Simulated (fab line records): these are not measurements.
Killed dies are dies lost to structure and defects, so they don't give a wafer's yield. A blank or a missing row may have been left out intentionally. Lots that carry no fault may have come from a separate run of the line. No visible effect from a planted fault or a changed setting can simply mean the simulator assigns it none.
What tool caused it? ; flow nand_harc ; 24 lots, 72 wafers sampled, at 2 steps of a route of 1302

WHAT THE GAUGES SHOWED, per wafer
NHARC_A_BLC_CD_MEAS_19. Usual: cd_nm 100.1 nm, standard deviation 2.
lot;measured;on;cd_nm (nm);flag
L075;day 22 19:16;cd_sem-02;101.2 99.7 100.1;
L077;day 23 04:46;cd_sem-03;103.4 99.7 99.3;
L076;day 23 10:38;cd_sem-02;96.7 97.6 95.6;
L078;day 23 12:51;cd_sem-03;102.2 101.2 100.1;
L074;day 23 13:35;cd_sem-03;100.0 102.6 103.3;
L081;day 24 12:16;cd_sem-01;100.9 99.7 100.7;
L079;day 24 14:07;cd_sem-01;99.3 98.6 98.4;
L080;day 24 16:14;cd_sem-01;98.1 100.1 100.5;
L083;day 25 21:06;cd_sem-02;102.4 99.6 100.0;
L082;day 26 00:53;cd_sem-01;99.1 102.0 101.7;
L085;day 26 22:57;cd_sem-02;99.2 101.9 97.0;
L084;day 27 10:50;cd_sem-02;96.1 98.0 97.9;
L086;day 27 15:19;cd_sem-02;100.2 97.7 101.8;
L087;day 28 15:38;cd_sem-03;100.5 95.3 96.8;
L090;day 28 15:56;cd_sem-03;104.0 101.5 102.4;
L088;day 28 20:06;cd_sem-02;99.2 101.1 102.2;
L089;day 28 22:08;cd_sem-02;103.4 101.0 98.8;
L091;day 29 03:38;cd_sem-01;101.5 97.6 99.3;
L092;day 30 09:41;cd_sem-02;105.2 98.1 103.2;
L093;day 30 19:02;cd_sem-01;101.6 100.6 102.3;
L095;day 31 17:27;cd_sem-01;105.2 101.6 98.5;
L096;day 31 19:27;cd_sem-02;102.9 98.9 99.1;
L094;day 31 22:58;cd_sem-01;101.6 101.7 99.6;
L097;day 32 14:02;cd_sem-01;99.8 100.3 102.8;

TOOL THAT RAN EACH LOT (tool first, then ch and the chambers of the sampled wafers, then the start)
lot;NHARC_A_BLC_ETCH_18
L075;rie_diel-10 ch 0,1,2, day 22 19:16 or earlier
L077;rie_diel-01 ch 0,1,3, day 23 04:46 or earlier
L076;rie_diel-10 ch 0,1, day 23 10:38 or earlier
L078;rie_diel-10 ch 0,1, day 23 12:51 or earlier
L074;rie_diel-01 ch 0,1,3, day 23 13:35 or earlier
L081;rie_diel-10 ch 1,2,3, day 24 12:16 or earlier
L079;rie_diel-13 ch 0,2, day 24 14:07 or earlier
L080;rie_diel-01 ch 2,3, day 24 16:14 or earlier
L083;rie_diel-01 ch 1,2,3, day 25 21:06 or earlier
L082;rie_diel-01 ch 0,2, day 26 00:53 or earlier
L085;rie_diel-01 ch 0,1,2, day 26 22:57 or earlier
L084;rie_diel-01 ch 0,1,3, day 27 10:50 or earlier
L086;rie_diel-10 ch 0,1,3, day 27 15:19 or earlier
L087;rie_diel-01 ch 0,1,2, day 28 15:38 or earlier
L090;rie_diel-10 ch 2,3, day 28 15:56 or earlier
L088;rie_diel-10 ch 0,1,3, day 28 20:06 or earlier
L089;rie_diel-10 ch 0,1,2, day 28 22:08 or earlier
L091;rie_diel-01 ch 0,1,3, day 29 03:38 or earlier
L092;rie_diel-10 ch 0,1,3, day 30 09:41 or earlier
L093;rie_diel-13 ch 0,2,3, day 30 19:02 or earlier
L095;rie_diel-10 ch 0,1,3, day 31 17:27 or earlier
L096;rie_diel-10 ch 0,1,3, day 31 19:27 or earlier
L094;rie_diel-10 ch 0,2,3, day 31 22:58 or earlier
L097;rie_diel-10 ch 0,3, day 32 14:02 or earlier
- NHARC_A_BLC_ETCH_18: etches the open film in C4F8/O2/Ar, target depth 910 nm.

WHAT THE TOOLS THEMSELVES READ (means of the sampled wafers that have a number; where no wafer has one, the mark that the record gives instead)
NHARC_A_BLC_ETCH_18. Usual: oes_product_au 0.951 a.u., standard deviation 0.023; rf_vpp_V 978 V, standard deviation 6.
lot;tool;oes_product_au (a.u.);rf_vpp_V (V);flag
L075;rie_diel-10;0.969;980;
L077;rie_diel-01;0.920;977;
L076;rie_diel-10;0.931;977;
L078;rie_diel-10;0.936;978;
L074;rie_diel-01;0.926;976;
L081;rie_diel-10;0.956;981;
L079;rie_diel-13;0.961;982;
L080;rie_diel-01;0.951;976;
L083;rie_diel-01;0.973;974;
L082;rie_diel-01;0.984;975;
L085;rie_diel-01;0.978;973;
L084;rie_diel-01;0.975;977;
L086;rie_diel-10;0.978;982;
L087;rie_diel-01;0.932;973;
L090;rie_diel-10;0.957;984;
L088;rie_diel-10;0.968;982;
L089;rie_diel-10;0.954;979;
L091;rie_diel-01;0.928;976;
L092;rie_diel-10;0.944;981;
L093;rie_diel-13;0.958;981;
L095;rie_diel-10;0.959;981;
L096;rie_diel-10;0.964;982;
L094;rie_diel-10;0.918;984;
L097;rie_diel-10;0.919;985;

THE ANSWER, worked out from the rows above alone
Rule: lot off if the mean of its wafers having a number is beyond 3 standard deviations from the usual mean. A lot without any number at a reading at which 4 lots or more have one is off too. All remaining lots with rows at the step are treated as sound. The gauges are gone through in route order, then the tools' own readings, and for those a lot's mean is taken as printed above. At the first step where some lot is off, the reading lying furthest off is the one used; lots without a number count as furthest.
Nothing can be told from this: no lot is off at any reading shown.

WHAT HAD BEEN PUT IN BY THE SIMULATOR
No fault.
